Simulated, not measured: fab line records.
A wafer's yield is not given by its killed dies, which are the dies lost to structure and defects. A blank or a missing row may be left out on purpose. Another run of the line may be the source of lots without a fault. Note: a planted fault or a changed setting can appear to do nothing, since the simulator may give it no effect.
Code-filled problem report in 8D (eight disciplines) form	flow n5 finfet	the parts of the form that need people (team, actions taken, sign-off) are left out

## 1. THE ISSUE
At N5_MOL_CONTACT_COAG_INSPECT_42, raw defect count averages 576 over 9 wafers from 3 lots, while fault-free wafers read 203, standard deviation 49. Relative to the usual mean, that is a shift of +7.6 standard deviations.
The step: inspects for defects (brightfield).
Seen first at day 8 06:49 on defect inspect-01, wafer L101.2. At this step, 26 wafers from 10 lots have a number in the record. Rule for "out", or "out of limits": more than 4 standard deviations from the usual mean. Any other wafer with a number is counted as sound.

## 2. WHAT IT IS, AND WHAT IT ISN'T
question	is	is not
which readings at this step	raw defect count	-
which lots	L101, L102, L103	L104, L106, L107, L108, L109, L113, L998
which wafers of those lots	all that have a number	-
read on which gauges	defect inspect-01, defect inspect-02	-
when	from day 8 06:49	up to then (3 sound wafers); but 14 sound wafers of L104, L106, L107, L108, L109, L113 came after

## 3. SUSPECTS, AND WHAT RULES EACH OUT
Counting: a tool at a process step up to the reading stays a suspect if it ran every lot that is out and no sound lot after the first of them.
- the gauge at N5_MOL_CONTACT_COAG_INSPECT_42 has been ruled out. Those wafers that are out were read across 2 gauges (defect inspect-01, defect inspect-02).
- rie diel-01 at N5_MOL_CONTACT_COAG_ETCHBACK_132 (etches SiO2 in CHF3, target depth 10 nm, time 6.7 s): kept. It ran every lot that is out, first L101 (day 8 05:55), and no sound lot after that; its last sound lot up to then is L998 (day 7 07:09).
- rie diel-01 at N5_MOL_CONTACT_COAG_ETCH_91 (etches SOC in N2/H2, target depth 60 nm, overetch 21 nm, time 101.2 s): kept. It ran every lot that is out, first L101 (day 8 05:56), and no sound lot after that; its last sound lot up to then is L998 (day 7 07:11).
After counting, rie diel-01 at N5_MOL_CONTACT_COAG_ETCHBACK_132 and rie diel-01 at N5_MOL_CONTACT_COAG_ETCH_91 remain.

## 4. THE CAUSE (what the simulator had put in)
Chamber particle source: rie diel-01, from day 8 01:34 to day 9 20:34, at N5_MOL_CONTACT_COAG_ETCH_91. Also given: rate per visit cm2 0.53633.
Counting left 2 suspects, and this tool is among them.

## 5. SEQUENCE OF EFFECTS, ordered by route
One row per reading whose mean, taken over the struck wafers that have a number, lies over 3 standard deviations from the usual. Only readings for which the record gives a usual standard deviation are gone through. hours: the time from each lot's start at the first step in this table that gives one to its start at this step, as a median over the lots. sigmas: the change in usual standard deviations.
hours	step	reading	usual	on struck wafers	change	sigmas
0	N5_MOL_CONTACT_COAG_INSPECT_42	raw defect count	203	576	+373	+7.6
256	N5_PASSIVATION_PROBE_49	defect limited yield	91.1 %	85.0	-6.1	-4.4
256	N5_PASSIVATION_PROBE_49	killed at contacts	12	92	+80	+13
256	N5_PASSIVATION_PROBE_49	killed dies	105	178	+73	+4.3
256	N5_PASSIVATION_PROBE_49	sort_bin_5_function	5.2 %	9.6	+4.4	+4.5
256	N5_PASSIVATION_PROBE_49	sort n pass	1075	1002	-73	-4.3
256	N5_PASSIVATION_PROBE_49	sort yield pct	91.1 %	85.0	-6.1	-4.4
Process steps it contains:
- N5_PASSIVATION_PROBE_49
Later steps that measure or inspect, where all struck wafers having a row at the step show a number for every such reading and not one has moved that far: N5_BEOL_M4_RC_MEAS_101.

## 6. HOW IT WOULD HAVE BEEN CAUGHT EARLIER
Counted from the fault's start at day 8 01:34, it took 5 hours until the first out-of-limits reading at a measuring or inspecting step in this record, taken at day 8 06:49.
Of the tool readings at N5_MOL_CONTACT_COAG_ETCH_91 for which the record gives a usual standard deviation, none was out on any struck wafer, so an alarm limit of 4 standard deviations on them would not have fired.
Among the 3 lots that are out, L102, L103 began N5_MOL_CONTACT_COAG_ETCH_91 on rie diel-01 after day 8 06:49. A hold on the tool at that time would have spared those 2.
